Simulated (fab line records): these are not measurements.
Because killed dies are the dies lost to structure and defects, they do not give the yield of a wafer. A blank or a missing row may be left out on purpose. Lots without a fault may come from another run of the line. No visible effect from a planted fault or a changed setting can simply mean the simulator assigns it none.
fab line records    flow nand_harc    part 1 of 2: steps 1 to 40 of 41
record lots=6  wafers=18  last_day=32
route steps=1302 shown A_M1@1181 A_BONDPAD@1202 END@1302
lots that met no fault: from a run of the same line without faults
start_h: the number of hours between the record's first day and the start of the first shown wafer of the lot    wait_h: hours elapsed since this lot's preceding step    " identical to the entry in the row above    L1.1+2: a row that stands for several wafers    - no value, or no start given    * or withheld: withheld    < > ~ a bound
route shown NAME@n: a module of which the file shows steps, and the number in the route of the first    usual: the fault-free wafers' mean and standard deviation    same: alike in all rows    chamber/n: place in a boat    sites: each site's reading    _std_site: their standard deviation    _edge_site: outer sites' mean less inner sites'    radius_mm: how far each site lies from the wafer's centre    mask NAME#n: copy n    behind: the last tool/chamber to shape the wafer    hold: what put the lot on hold/how long, in hours/how the hold closed    device: names the non-switching transistor (n, p or np)    end of line: the route-end tests of the same wafers    a step without rows: its recipe alone    killed: count of dies lost to structure and defects at first sort (not the wafer's yield)    map: a wafer's dies, x killed, . not, _ none there
set.NAME: the setting as run; set.NAME@STEP: as run at that earlier step    model.NAME: the simulator's own value behind a step, which no gauge read
lots at selected steps of the route; one table per step, one row per wafer
services: the hour from which a tool's chamber was out of use, counted from the record's first day as start_h (under 0 if before that day), plus the number of hours and why
## steps
# step NHARC_A_M1_INSPECT_11
# usual raw_defect_count=85/35
lot.wafer  tool               chamber  start_h  wait_h  raw_defect_count
L167.2     defect_inspect-02  -        553.91   0.0     61
L167.3     "                  -        "        "       71
L167.6     "                  -        "        "       64
L172.2     defect_inspect-01  -        591.19   0.0     158
L172.3     "                  -        "        "       141
L172.5     "                  -        "        "       145
L173.1     defect_inspect-02  -        601.31   0.0     71
L173.3     "                  -        "        "       75
L173.5     "                  -        "        "       79
L183.1     defect_inspect-02  -        692.44   0.1     121
L183.4     "                  -        "        "       113
L183.5     "                  -        "        "       113
L184.1     defect_inspect-02  -        723.64   0.0     33
L184.2     "                  -        "        "       26
L184.3     "                  -        "        "       15
L187.1     defect_inspect-01  -        743.00   0.0     30
L187.4     "                  -        "        "       40
L187.5     "                  -        "        "       41
# step NHARC_A_M1_DESCUM_14
# recipe time_s=3  o2_flow_sccm=200  ar_flow_sccm=0  bias_power_w=0  chemistry=O2
# usual drypump_motor_current_A=5.9/0.36  mfc_ar_sccm=0.011/0.014  oes_product_au=1.000/0.0091  rf_vpp_V=57.8/0.87  showerhead_plenum_p_Torr=1.94/0.075  throttle_valve_pct=11.312/0.0085
lot.wafer  tool         chamber  start_h  wait_h  drypump_motor_current_A  mfc_ar_sccm  oes_product_au  rf_hours_counter_h  rf_vpp_V  showerhead_plenum_p_Torr  throttle_valve_pct
L167.3     rie_diel-06  0        553.99   0.1     6.0                      0.000        1.008           1.3                 55.9      1.82                      11.321
L167.2     "            1        "        "       6.5                      0            1.010           1.3                 57.2      1.96                      11.308
L167.6     "            3        "        "       5.8                      0            1.008           -                   58.5      2.02                      11.291
L172.3     rie_diel-10  1        591.26   0.1     5.9                      0            1.008           9.8                 57.6      2.02                      11.316
L172.2     "            2        "        "       6.1                      0.034        1.018           10.3                58.0      1.89                      11.319
L172.5     "            1        "        "       5.9                      0            1.006           -                   58.9      2.02                      11.309
L173.1     rie_diel-06  2        601.38   0.1     5.9                      0.016        0.993           2.4                 58.3      1.94                      11.315
L173.3     "            0        "        "       6.0                      0.000        0.993           2.2                 58.2      1.81                      11.318
L173.5     "            2        "        "       5.9                      0.016        0.998           -                   57.8      1.94                      11.304
L183.1     rie_diel-06  1        692.51   0.1     6.5                      0            0.993           0.8                 58.2      1.95                      11.331
L183.4     "            0        "        "       6.0                      0.000        0.982           0.6                 57.3      1.81                      11.305
L183.5     "            2        "        "       5.9                      0.016        1.003           -                   58.1      1.94                      11.305
L184.3     rie_diel-05  3        723.70   0.1     6.1                      0            1.008           9.0                 57.7      1.82                      11.319
L184.1     "            0        "        "       5.5                      0.005        0.996           8.7                 56.1      1.86                      11.311
L184.2     "            1        "        "       6.3                      0.034        1.010           9.1                 57.9      1.90                      11.301
L187.1     rie_diel-10  3        743.06   0.1     5.2                      0.028        1.002           6.6                 57.5      1.94                      11.308
L187.4     "            1        "        "       5.9                      0            0.971           6.5                 56.1      2.02                      11.318
L187.5     "            0        "        "       5.6                      0            1.002           -                   58.8      2.03                      11.306
# step NHARC_A_M1_ETCH_35
# recipe target_depth_a=400  overetch_a=120  time_s=43.94  ion_energy_ev=200  n2_flow_sccm=150  h2_flow_sccm=150  ar_flow_sccm=0  rf_w=400  bias_w=150  chemistry=N2/H2
# step NHARC_A_M1_ETCH_15
# recipe target_depth_a=1825  time_s=91.2  c4f8_flow_sccm=withheld  ar_flow_sccm=400  rf_w=600  bias_w=300  chemistry=C4F8/Ar
# usual oes_product_au=0.956/0.022  rf_vpp_V=441.5/2.5
lot.wafer  tool         chamber  start_h  wait_h  oes_product_au  rf_hours_counter_h  rf_vpp_V
L167.3     rie_diel-06  2        -        -       0.955           1.4                 442.7
L167.2     "            1        "        "       0.972           1.3                 441.6
L167.6     "            2        "        "       0.954           -                   440.9
L172.3     rie_diel-10  3        -        -       0.977           10.8                442.0
L172.2     "            1        "        "       0.966           9.9                 444.0
L172.5     "            3        "        "       0.973           -                   441.6
L173.3     rie_diel-06  1        -        -       0.930           2.3                 441.9
L173.1     "            3        "        "       0.934           2.4                 444.7
L173.5     "            1        "        "       0.942           -                   441.3
L183.1     rie_diel-06  0        -        -       0.967           0.6                 436.9
L183.4     "            1        "        "       0.941           0.8                 443.3
L183.5     "            1        "        "       0.950           -                   443.4
L184.3     rie_diel-05  1        -        -       0.931           9.1                 441.3
L184.1     "            2        "        "       0.934           9.1                 443.1
L184.2     "            0        "        "       0.928           8.7                 440.6
L187.4     rie_diel-10  0        -        -       0.966           5.6                 443.8
L187.1     "            1        "        "       0.963           6.5                 445.0
L187.5     "            1        "        "       0.958           -                   443.6
# step NHARC_A_M1_CD_MEAS_16
# usual cd_nm=120.0/0.79
lot.wafer  tool       chamber  start_h  wait_h  cd_nm
L167.2     cd_sem-01  -        554.28   -       121.6
L167.3     "          -        "        "       121.4
L167.6     "          -        "        "       121.4
L172.2     cd_sem-01  -        591.56   -       118.8
L172.3     "          -        "        "       119.7
L172.5     "          -        "        "       120.4
L173.1     cd_sem-02  -        601.68   -       120.4
L173.3     "          -        "        "       120.3
L173.5     "          -        "        "       120.2
L183.1     cd_sem-03  -        692.81   -       119.8
L183.4     "          -        "        "       120.9
L183.5     "          -        "        "       119.0
L184.1     cd_sem-01  -        724.01   -       119.0
L184.2     "          -        "        "       121.8
L184.3     "          -        "        "       120.3
L187.1     cd_sem-03  -        743.37   -       120.5
L187.4     "          -        "        "       120.1
L187.5     "          -        "        "       120.6
# step NHARC_A_M1_STRIP_18
# recipe power_w=1000  n2_flow_sccm=150  h2_flow_sccm=150  ar_flow_sccm=0  bias_w=0  chemistry=N2/H2
# step NHARC_A_M1_ETCH_28
# recipe target_depth_a=300  over_etch_frac=0.3  time_s=72.99  ion_energy_ev=150  cf4_flow_sccm=50  n2_flow_sccm=100  ar_flow_sccm=150  rf_w=300  bias_w=100  chemistry=CF4/N2
# step NHARC_A_M1_STRIP_19
# recipe time_s=600  temp_c=30  chemistry=post_etch_residue_remover
# step NHARC_A_M1_DEGAS_29
# recipe temp_c=250  time_s=60
# step NHARC_A_M1_PRE_CLEAN_30
# recipe time_s=30  temp_c=280  gas=H2/He
# usual heater_power_w=387/33
lot.wafer  tool            chamber  start_h  wait_h  heater_power_w
L167.3     pvd_sputter-03  -        -        -       371
L167.2     "               -        "        "       440
L167.6     "               -        "        "       374
L172.3     pvd_sputter-01  -        -        -       392
L172.2     "               -        "        "       333
L172.5     "               -        "        "       330
L173.3     pvd_sputter-02  -        -        -       366
L173.1     "               -        "        "       420
L173.5     "               -        "        "       354
L183.1     pvd_sputter-02  -        -        -       419
L183.4     "               -        "        "       352
L183.5     "               -        "        "       405
L184.1     pvd_sputter-02  -        -        -       416
L184.2     "               -        "        "       354
L184.3     "               -        "        "       414
L187.1     pvd_sputter-03  -        -        -       363
L187.4     "               -        "        "       418
L187.5     "               -        "        "       416
# step NHARC_A_M1_PVD_20
# recipe target_thk_a=50  bias_v=168.6  power_w=15000  chamber_pressure_pa=0.12  time_s=8.06  substrate_temp_c=50  material=TaN
# step NHARC_A_M1_PVD_21
# recipe target_thk_a=300  chamber_pressure_pa=5  power_w=5000  substrate_temp_c=30  time_s=20.49  material=Cu
# step NHARC_A_M1_ECD_22
# recipe target_thk_a=4000  bath_temp_c=25  material=Cu
# usual bath_temp_c=24.99/0.12
lot.wafer  tool       chamber  start_h  wait_h  bath_temp_c
L167.2     ecd_cu-02  1        555.41   -       25.17
L167.3     "          0        "        "       24.97
L167.6     "          1        "        "       25.12
L172.2     ecd_cu-01  0        592.69   -       25.05
L172.3     "          1        "        "       24.91
L172.5     "          1        "        "       25.03
L173.1     ecd_cu-01  1        602.75   -       25.18
L173.3     "          0        "        "       25.04
L173.5     "          0        "        "       24.96
L183.1     ecd_cu-02  1        693.93   -       24.86
L183.4     "          1        "        "       24.90
L183.5     "          1        "        "       24.93
L184.2     ecd_cu-01  0        725.08   -       24.93
L184.1     "          1        "        "       25.07
L184.3     "          0        "        "       24.82
L187.1     ecd_cu-02  1        744.49   -       24.86
L187.4     "          1        "        "       24.99
L187.5     "          0        "        "       25.04
# step NHARC_A_M1_ANNEAL_31
# recipe temp_c=225  time_s=90
# step NHARC_A_M1_CMP_23
# recipe t_overpolish_s=20  target_thk_nm=154.34
# step NHARC_A_M1_THK_MEAS_24
# recipe thk_meas_gauge=xrf
# usual thk_nm=154.6/1.6
lot.wafer  tool           chamber  start_h  wait_h  thk_nm
L167.2     film_metro-02  -        556.40   -       151.6
L167.3     "              -        "        "       153.1
L167.6     "              -        "        "       154.1
L172.2     film_metro-02  -        593.99   -       155.3
L172.3     "              -        "        "       153.9
L172.5     "              -        "        "       153.2
L173.1     film_metro-01  -        603.80   -       155.3
L173.3     "              -        "        "       154.0
L173.5     "              -        "        "       153.8
L183.1     film_metro-01  -        694.95   -       156.1
L183.4     "              -        "        "       152.3
L183.5     "              -        "        "       152.5
L184.1     film_metro-01  -        726.12   -       154.2
L184.2     "              -        "        "       155.2
L184.3     "              -        "        "       155.0
L187.1     film_metro-02  -        745.48   -       153.6
L187.4     "              -        "        "       154.1
L187.5     "              -        "        "       156.9
# step NHARC_A_M1_SRD_25
# step NHARC_A_M1_PRE_CLEAN_32
# recipe time_s=12  temp_c=370  rf_power_w=300  gas=NH3
# usual heater_power_w=635/60
lot.wafer  tool      chamber  start_h  wait_h  heater_power_w
L167.3     pecvd-01  2        556.63   0.1     634
L167.2     "         1        "        "       586
L167.6     "         2        "        "       609
L172.3     pecvd-03  2        594.21   0.1     584
L172.2     "         0        "        "       562
L172.5     "         1        "        "       680
L173.3     pecvd-01  0        604.03   0.1     595
L173.1     "         2        "        "       708
L173.5     "         1        "        "       660
L183.1     pecvd-03  1        695.19   0.1     607
L183.5     "         0        "        "       591
L183.4     "         1        "        "       621
L184.1     pecvd-03  2        726.42   0.1     521
L184.2     "         0        "        "       523
L184.3     "         1        "        "       629
L187.1     pecvd-03  2        745.73   0.1     623
L187.5     "         0        "        "       525
L187.4     "         2        "        "       657
# step NHARC_A_M1_DEP_33
# recipe target_thk_a=300  temp_c=370  target_thk_nm=30  pressure_torr=3  flow_sccm=200  rf_w=450  material=SiCN
# step NHARC_A_BONDPAD_DEP_00
# recipe target_thk_a=2500  temp_c=370  target_thk_nm=250  pressure_torr=3  flow_sccm=200  rf_w=450  material=SiCN
# step NHARC_A_BONDPAD_CMP_29
# recipe target_thk_nm=200  material=SiCN
# step NHARC_A_BONDPAD_THK_MEAS_30
# recipe thk_meas_gauge=ellipsometry
# usual thk_nm=200.2/1.4
lot.wafer  tool           chamber  start_h  wait_h  thk_nm
L167.2     film_metro-01  -        557.92   0.2     199.6
L167.3     "              -        "        "       202.5
L167.6     "              -        "        "       200.6
L172.2     film_metro-01  -        595.50   0.2     198.6
L172.3     "              -        "        "       200.5
L172.5     "              -        "        "       202.9
L173.1     film_metro-02  -        605.32   0.2     199.9
L173.3     "              -        "        "       201.5
L173.5     "              -        "        "       200.0
L183.1     film_metro-01  -        696.46   0.2     199.5
L183.4     "              -        "        "       199.5
L183.5     "              -        "        "       201.1
L184.1     film_metro-02  -        727.71   0.2     200.4
L184.2     "              -        "        "       202.0
L184.3     "              -        "        "       200.4
L187.1     film_metro-01  -        747.13   0.2     201.9
L187.4     "              -        "        "       200.8
L187.5     "              -        "        "       199.5
# step NHARC_A_BONDPAD_SRD_31
# step NHARC_A_BONDPAD_DEHYDRATE_01
# recipe temp_c=150  time_s=120
# step NHARC_A_BONDPAD_HMDS_02
# recipe time_s=30
# step NHARC_A_BONDPAD_COAT_33
# recipe temp_c=200  time_s=65
# step NHARC_A_BONDPAD_COAT_03
# recipe spin_rpm=2000  resist_thk_nm=600
# step NHARC_A_BONDPAD_SOFTBAKE_04
# recipe temp_c=125  time_s=70
# step NHARC_A_BONDPAD_EBR_05
# step NHARC_A_BONDPAD_EXPOSE_06
# recipe na=0.55  dose_mj=36.99  mask_id=A_BPAD
# step NHARC_A_BONDPAD_PEB_07
# recipe peb_temp_c=128  peb_time_s=80
# step NHARC_A_BONDPAD_DEVELOP_08
# recipe time_s=50  dev_temp_c=22
# step NHARC_A_BONDPAD_CD_MEAS_09
# recipe target_cd_nm=500  landing_energy_ev=500
# usual cd_nm=500.2/1.9
lot.wafer  tool       chamber  start_h  wait_h  cd_nm
L167.2     cd_sem-03  0        558.36   -       501.9
L167.3     "          0        "        "       502.6
L167.6     "          0        "        "       502.6
L172.2     cd_sem-01  0        596.06   -       496.5
L172.3     "          0        "        "       501.3
L172.5     "          0        "        "       498.6
L173.1     cd_sem-03  0        605.88   -       501.9
L173.3     "          0        "        "       499.0
L173.5     "          0        "        "       497.4
L183.1     cd_sem-02  0        697.03   -       500.1
L183.4     "          0        "        "       497.3
L183.5     "          0        "        "       498.5
L184.1     cd_sem-02  0        728.35   -       499.3
L184.2     "          0        "        "       497.9
L184.3     "          0        "        "       496.3
L187.1     cd_sem-03  0        747.69   -       498.2
L187.4     "          0        "        "       500.7
L187.5     "          0        "        "       502.4
# step NHARC_A_BONDPAD_OVL_MEAS_35
# usual overlay_x_nm=0/5.4  overlay_y_nm=0/5.5
lot.wafer  tool        chamber  start_h  wait_h  overlay_x_nm  overlay_y_nm
L167.2     overlay-01  -        558.45   -       3             1
L167.3     "           -        "        "       2             0
L167.6     "           -        "        "       3             0
L172.2     overlay-01  -        596.15   -       3             6
L172.3     "           -        "        "       2             6
L172.5     "           -        "        "       2             6
L173.1     overlay-02  -        605.97   -       1             9
L173.3     "           -        "        "       1             8
L173.5     "           -        "        "       2             8
L183.1     overlay-01  -        697.12   -       3             -5
L183.4     "           -        "        "       2             -5
L183.5     "           -        "        "       2             -5
L184.1     overlay-01  -        728.44   -       -8            9
L184.2     "           -        "        "       -8            8
L184.3     "           -        "        "       -8            8
L187.1     overlay-01  -        747.78   -       2             -3
L187.4     "           -        "        "       2             -3
L187.5     "           -        "        "       3             -2
# step NHARC_A_BONDPAD_HARDBAKE_10
# recipe temp_c=118  time_s=65
# step NHARC_A_BONDPAD_DESCUM_11
# recipe time_s=3  o2_flow_sccm=200  ar_flow_sccm=0  bias_power_w=0  chemistry=O2
# step NHARC_A_BONDPAD_ETCH_34
# recipe target_depth_a=600  overetch_a=180  time_s=65.91  ion_energy_ev=200  n2_flow_sccm=150  h2_flow_sccm=150  ar_flow_sccm=0  rf_w=400  bias_w=150  chemistry=N2/H2
# usual drypump_motor_current_A=5.70/0.24  mfc_ar_sccm=0.012/0.012  oes_product_au=0.999/0.01  rf_vpp_V=431/3.2  showerhead_plenum_p_Torr=2.07/0.11  throttle_valve_pct=14.171/0.0087
lot.wafer  tool         chamber  start_h  wait_h  drypump_motor_current_A  mfc_ar_sccm  oes_product_au  rf_hours_counter_h  rf_vpp_V  showerhead_plenum_p_Torr  throttle_valve_pct
L167.2     rie_diel-02  3        558.66   0.1     5.71                     0.037        0.989           54                  431       2.04                      14.174
L167.3     "            0        "        "       6.28                     0            0.996           50                  427       1.91                      14.179
L167.6     "            3        "        "       5.70                     0.037        0.976           -                   430       2.04                      14.156
L172.3     rie_diel-12  1        596.36   0.1     5.35                     0            1.001           28                  434       2.13                      14.165
L172.2     "            3        "        "       5.84                     0.027        0.978           26                  429       1.97                      14.177
L172.5     "            2        "        "       5.89                     0.027        0.986           -                   432       2.11                      14.174
L173.1     rie_diel-08  0        606.19   0.1     5.94                     0            1.005           2                   433       2.18                      14.176
L173.3     "            1        "        "       5.95                     0.016        0.988           2                   435       2.17                      14.182
L173.5     "            3        "        "       5.59                     0.027        0.997           -                   430       2.07                      14.173
L183.1     rie_diel-08  0        697.34   0.1     5.96                     0            1.008           4                   434       2.18                      14.175
L183.4     "            1        "        "       5.92                     0.016        0.991           4                   433       2.17                      14.171
L183.5     "            2        "        "       5.49                     0            1.000           -                   426       1.89                      14.170
L184.2     rie_diel-12  0        728.65   0.1     5.39                     0.012        1.000           16                  425       1.88                      14.175
L184.1     "            1        "        "       5.38                     0            0.993           16                  434       2.12                      14.171
L184.3     "            2        "        "       5.89                     0.027        1.009           15                  432       2.11                      14.170
L187.1     rie_diel-08  0        748.00   0.1     5.96                     0            0.992           1                   434       2.18                      14.178
L187.4     "            1        "        "       5.92                     0.016        0.992           0                   436       2.17                      14.164
L187.5     "            3        "        "       5.55                     0.027        1.011           -                   431       2.06                      14.186
# step NHARC_A_BONDPAD_ETCH_12
# recipe target_depth_a=2200  time_s=110  chf3_flow_sccm=50  o2_flow_sccm=10  ar_flow_sccm=200  rf_w=500  bias_w=200  chemistry=CHF3/O2
# step NHARC_A_BONDPAD_CD_MEAS_13
# usual cd_nm=499.1/2.1
lot.wafer  tool       chamber  start_h  wait_h  cd_nm
L167.2     cd_sem-03  -        558.89   -       502.0
L167.3     "          -        "        "       500.6
L167.6     "          -        "        "       502.6
L172.2     cd_sem-02  -        596.59   -       495.2
L172.3     "          -        "        "       500.6
L172.5     "          -        "        "       498.2
L173.1     cd_sem-02  -        606.41   -       499.9
L173.3     "          -        "        "       498.3
L173.5     "          -        "        "       495.7
L183.1     cd_sem-01  -        697.56   -       498.8
L183.4     "          -        "        "       495.5
L183.5     "          -        "        "       496.9
L184.1     cd_sem-03  -        728.88   -       498.5
L184.2     "          -        "        "       497.9
L184.3     "          -        "        "       496.1
L187.1     cd_sem-01  -        748.22   -       497.7
L187.4     "          -        "        "       499.1
L187.5     "          -        "        "       501.4
# step NHARC_A_BONDPAD_STRIP_15
# recipe o2_flow_sccm=500  ar_flow_sccm=0  bias_w=0  chemistry=O2
